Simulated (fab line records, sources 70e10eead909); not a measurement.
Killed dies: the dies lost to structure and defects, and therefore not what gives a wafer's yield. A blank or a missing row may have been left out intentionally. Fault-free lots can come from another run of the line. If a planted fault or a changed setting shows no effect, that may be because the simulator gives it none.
Struck lot and sound lot, side by side | flow nand_harc | 13 steps out of a route of 1302
Sound: wafers L170.1, L170.3, L170.4. The struck wafers were L177.1, L177.2, L177.4. The cause is named last.
At each step with rows: each side's tool, then ch and its chambers, then its first start. Under that, the readings that differ: sound wafers | struck wafers | difference of the means | sigmas: that difference in standard deviations of wafers without a fault.
alike: readings with means less than 2 such deviations apart, plus words and numbers identical on both sides. not compared: withheld readings, readings lacking a value on some wafer, bounds such as >300 that could conceal the same value, and numbers that have no deviation in the record and whose values overlap.
Wherever a step has rows on one side only, a row that says differs or no value, or a row with sigmas, the two part there. Non-overlapping numbers with no deviation appear without sigmas and do not part them. A reading missing from all wafers of one side parts the sides only when that side holds two or more wafers.

first, 2 steps without rows for these wafers: NHARC_A_SLIT_PRECLEAN_19 (cleans in SC1); NHARC_A_SLIT_SRD_20.
NHARC_A_SLIT_CD_MEAS_21:
  sound on cd_sem-03, day 22 01:25; struck on cd_sem-02, day 25 05:54
  alike: cd_nm
then, 3 steps without rows for these wafers: NHARC_A_SIN_REMOVE_WET_00 (chemistry H3PO4, time 15300 s); NHARC_A_SIN_REMOVE_PRECLEAN_01 (cleans in SC1); NHARC_A_SIN_REMOVE_SRD_02.
NHARC_A_SIN_REMOVE_INSPECT_04:
  sound on defect_inspect-01, day 22 08:04; struck on defect_inspect-02, day 25 12:35
  alike: raw_defect_count
NHARC_A_WL_FILL_ALD_00: deposits Al2O3, target thk 3 nm, pulse time 3 s, ald cycles 30.
  sound on ald_hk-02 ch 0,1,2, day 22 08:08; struck on ald_hk-02 ch 0,1,2, day 25 12:57
  alike: heater_power_w, precursor_pulse_height_rel, susceptor_temp_C
NHARC_A_WL_FILL_RTA_01: time 5 s.
  sound on rtp_anneal-01 ch 0, day 22 08:23; struck on rtp_anneal-02 ch 0, day 25 13:13
  reading             | sound          | struck         | difference | sigmas
  lamp_power_pct (%)  | 28.4 28.4 28.3 | 25.7 25.7 25.7 | -2.7       | -2
  lamp_zone_5_pct (%) | 28.3 28.4 28.3 | 25.7 25.7 25.7 | -2.6       | -2
  alike: wafer_temp_C_max
NHARC_A_WL_FILL_ALD_02: deposits TiN, target thk 2 nm, pulse time 3 s, ald cycles 100.
  sound on ald_metal-02 ch 0,2,3, day 22 08:39; struck on ald_metal-01 ch 0,1,2, day 25 13:26
  alike: heater_power_w, precursor_pulse_height_rel, susceptor_temp_C
NHARC_A_WL_FILL_CVD_03: deposits W, target thk 40 nm, time 279 s.
  sound on cvd_w-01 ch 0,1, day 22 09:03; struck on cvd_w-01 ch 0,1, day 25 13:52
  no value came back on the struck wafers for any of 5 readings (chamber_pressure_Torr (Torr), heater_power_outer_w (W) and others); on the sound wafers chamber_pressure_Torr (Torr) reads 39.99 40.01 40.08
NHARC_A_WL_FILL_ETCHBACK_04: etches the open film in NF3, target depth 60 nm, time 120 s.
  sound on rie_metal-03 ch 0,1, day 22 09:27; struck on rie_metal-03 ch 0,1, day 25 14:14
  alike: drypump_motor_current_A, oes_product_au
  not compared: rf_hours_counter_h
-- break in the record here, with 4 days between the starts of the struck wafers on either side (left off in module A_WL_FILL, picked up again in module END, where the first step shown is number 1302 on the route) --
NHARC_END_SORT_01:
  only the struck wafers appear in the record here, on prober-01 ch 0 at day 29 20:14; the sound ones have no rows

== WHERE THEY PART ==
First at NHARC_A_WL_FILL_RTA_01; last, within this record, at NHARC_END_SORT_01.

WHY: what the simulator had put in
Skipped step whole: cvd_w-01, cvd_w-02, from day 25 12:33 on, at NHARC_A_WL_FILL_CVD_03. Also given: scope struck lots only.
